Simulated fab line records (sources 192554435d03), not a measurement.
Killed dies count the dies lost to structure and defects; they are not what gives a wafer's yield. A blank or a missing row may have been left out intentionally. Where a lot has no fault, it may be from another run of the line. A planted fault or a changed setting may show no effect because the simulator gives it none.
Chamber matching	flow n5Finfet	pecvd-04 running N5_BEOL_M0_SAQP_PECVD_97: 3 sister chambers
The step deposits SiNx from SiH4/NH3/N2, target thk 23 nm, time 19.9 s. 18 wafers are shown with their chamber, then 9 later ones without.

## WAFERS PAIRED WITH THEIR CHAMBERS
wafer	chamber	throttleValvePct (%)	showerheadPlenumPTorr (Torr)	heaterPowerW (W)
L075.4	2	38.8	5.13	508
L075.5	1	41.1	5.19	508
L075.6	0	39.9	5.21	698
L079.2	0	40.1	5.21	612
L079.5	2	38.7	5.12	549
L079.6	1	41.2	5.19	461
L081.3	0	40.0	5.20	651
L081.5	2	38.8	5.13	544
L081.6	1	41.5	5.20	512
L087.2	1	41.0	5.20	479
L087.4	2	39.1	5.12	552
L087.5	1	41.4	5.20	475
L088.2	2	39.1	5.11	545
L088.3	1	41.1	5.19	517
L088.5	0	40.1	5.21	677
L090.2	0	40.2	5.19	632
L090.3	1	41.1	5.21	503
L090.4	0	40.3	5.20	644

SIGNATURES (means of the wafers above)
reading	chamber 0	chamber 1	chamber 2	scatter within a chamber
throttleValvePct	40.100	41.200	38.900	0.171
showerheadPlenumPTorr	5.2033	5.1971	5.1220	0.00798
heaterPowerW	652.33	493.57	539.60	24.4
Rule: for a wafer and a chamber, the distance is found by dividing, reading by reading, the gap between the wafer's reading and the chamber's mean by the reading's scatter, squaring, summing and taking the root. If the next closest chamber is less than 2 further off than the closest, the wafer can't be placed; otherwise it belongs to the closest. The scatter is the square root of a quotient: the sum, over the shown wafers, of each reading's squared deviation from its chamber's mean, divided by wafers minus chambers.

## WAFERS MISSING THEIR CHAMBER
wafer	throttleValvePct (%)	showerheadPlenumPTorr (Torr)	heaterPowerW (W)
L093.1	40.0	5.21	599
L093.3	39.1	5.13	582
L093.6	40.3	5.20	614
L095.2	39.1	5.10	579
L095.3	41.0	5.22	534
L095.6	39.9	5.18	600
L096.4	40.1	5.20	626
L096.5	39.1	5.09	544
L096.6	41.2	5.19	448

## WHICH CHAMBER EACH ONE RAN IN
wafer	from the rows above	in truth
L093.1	0	0
L093.3	2	2
L093.6	0	0
L095.2	2	2
L095.3	1	1
L095.6	0	0
L096.4	0	0
L096.5	2	2
L096.6	1	1
9 of 9 placed correctly. Left unplaced by these rows: 0. Number placed wrongly: 0.
